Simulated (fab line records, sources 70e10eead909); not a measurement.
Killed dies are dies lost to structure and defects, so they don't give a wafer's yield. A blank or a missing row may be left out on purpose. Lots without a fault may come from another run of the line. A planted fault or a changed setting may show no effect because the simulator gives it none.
Problem report in the 8D (eight disciplines) form, filled by code | flow nand_harc | the parts of the form that need people (team, actions taken, sign-off) are left out

1. THE PROBLEM
raw_defect_count at NHARC_P_GATE_INSPECT_28 reads a mean of 732.8 on 6 wafers of 2 lots; wafers without a fault read 5.7 with a standard deviation of 2.8. That is +99 or more standard deviations from the usual mean.
First seen on wafer L997.2, day 11 04:39, on defect_inspect-02. The record holds 36 wafers of 12 lots with a number at this step. Rule for "out", or "out of limits": more than 4 standard deviations from the usual mean. The other wafers with a number count as sound.

2. WHAT IT IS AND WHAT IT IS NOT
question                    | is                     | is not
which readings at this step | raw_defect_count       | -
which lots                  | L997, L998             | L100, L105, L982, L984, L987, L988, L989, L990, L994, L999
which wafers of those lots  | all that have a number | -
read on which gauges        | defect_inspect-02      | defect_inspect-01
when                        | from day 11 04:39      | up to then (21 sound wafers); but 9 sound wafers of L100, L105, L999 came after

3. SUSPECTS, AND WHAT RULES EACH OUT
Counting: a tool at a process step up to the reading stays a suspect if it ran every lot that is out and no sound lot after the first of them.
- the gauge at NHARC_P_GATE_INSPECT_28: ruled out. All the wafers that are out were read on defect_inspect-02, but those of them that NHARC_END_SORT_01 has rows for are out there too, on other tools.
- pecvd-02 at NHARC_P_GATE_DEP_103 (deposits SiON, target thk 30 nm): kept. It ran every lot that is out, first L997 (day 11 04:00), and no sound lot after that; its last sound lot up to then is L994 (day 10 01:11).
Left after counting: pecvd-02 at NHARC_P_GATE_DEP_103.

4. THE CAUSE (what the simulator had put in)
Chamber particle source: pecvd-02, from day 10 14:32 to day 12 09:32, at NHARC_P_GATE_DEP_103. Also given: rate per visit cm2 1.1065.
Counting left only this tool.

5. THE CHAIN OF EFFECTS, in route order
Each row: a reading whose mean over the struck wafers that have a number lies more than 3 standard deviations from the usual. Only readings for which the record gives a usual standard deviation are gone through. hours: the time from each lot's start at the first step in this table that gives one to its start at this step, as a median over the lots. sigmas: the change in usual standard deviations.
hours | step                    | reading             | usual | on struck wafers | change | sigmas
0     | NHARC_P_GATE_INSPECT_28 | raw_defect_count    | 5.7   | 732.8            | +727.1 | +99 or more
19    | NHARC_P_GATE_INSPECT_68 | raw_defect_count    | 188   | 889              | +701   | +10
472   | NHARC_END_SORT_01       | killed_at_periphery | 3.6   | 75.0             | +71.4  | +30
472   | NHARC_END_SORT_01       | killed_dies         | 58    | 128              | +70    | +3.9

6. WHAT WOULD HAVE CAUGHT IT SOONER
In this record the first reading out of limits at a measuring or inspecting step was taken at day 11 04:39, 14 hours after the fault began at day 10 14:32.
Of the tool readings at NHARC_P_GATE_DEP_103 for which the record gives a usual standard deviation, none was out on any struck wafer, so an alarm limit of 4 standard deviations on them would not have fired.
Of the lots that are out (2), L998 began NHARC_P_GATE_DEP_103 on pecvd-02 after day 11 04:39. A hold on the tool at that time would have spared it.
